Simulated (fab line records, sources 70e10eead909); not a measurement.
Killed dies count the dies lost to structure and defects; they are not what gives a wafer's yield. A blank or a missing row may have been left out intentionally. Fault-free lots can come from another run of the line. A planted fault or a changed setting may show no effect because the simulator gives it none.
Matching of chambers | flow nand harc | 4 sister chambers for NHARC_A_CHANNEL_FILL_D1_ALD_14 on ald hk-03
The step deposits SiO2, target thk 2.5 nm, pulse time 10 s, ald cycles 25. 8 wafers are shown with their chamber, then 9 later ones without.

WAFERS, EACH WITH ITS CHAMBER
wafer  | chamber | heater power w (W) | precursor pulse height rel
L076.6 | 2       | 443                | 1.022
L082.5 | 0       | 410                | 0.991
L081.1 | 0       | 408                | 0.959
L086.3 | 2       | 408                | 1.045
L091.4 | 1       | 490                | 0.986
L090.2 | 1       | 499                | 1.027
L090.3 | 3       | 441                | 1.015
L090.6 | 3       | 440                | 1.001

WAFERS MISSING THEIR CHAMBER
wafer  | heater power w (W) | precursor pulse height rel
L095.3 | 435                | 0.966
L095.4 | 479                | 1.000
L095.5 | 421                | 1.025
L097.2 | 423                | 0.996
L097.3 | 420                | 1.012
L097.5 | 424                | 0.976
L096.2 | 423                | 0.991
L096.3 | 425                | 0.994
L096.5 | 483                | 1.006

EACH ONE'S CHAMBER
wafer  | from the rows above          | in truth
L095.3 | can't be placed: 3 or 0 or 2 | 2
L095.4 | can't be placed: 1 or 3      | 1
L095.5 | can't be placed: 2 or 3      | 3
L097.2 | can't be placed: 3 or 0 or 2 | 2
L097.3 | can't be placed: 2 or 3 or 0 | 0
L097.5 | can't be placed: 0 or 3 or 2 | 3
L096.2 | can't be placed: 0 or 3 or 2 | 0
L096.3 | can't be placed: 3 or 0 or 2 | 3
L096.5 | 1                            | 1
1 of 9 placed correctly. Can't be placed from these rows: 8 (the true chamber is among the candidates in 8). Wrongly placed: 0.
How it was worked out, from the rows above alone: a wafer's distance from a chamber is the root of the sum, over the readings, of the square of ((its reading less the chamber's mean) divided by the reading's scatter). The wafer belongs to the nearest chamber; if the next one is less than 2 further off, it can't be placed. Each chamber's mean is taken over the wafers shown for it. The scatter: take each reading less its chamber's mean, square it, sum over the shown wafers, divide by the number of wafers less the number of chambers, and take the root.
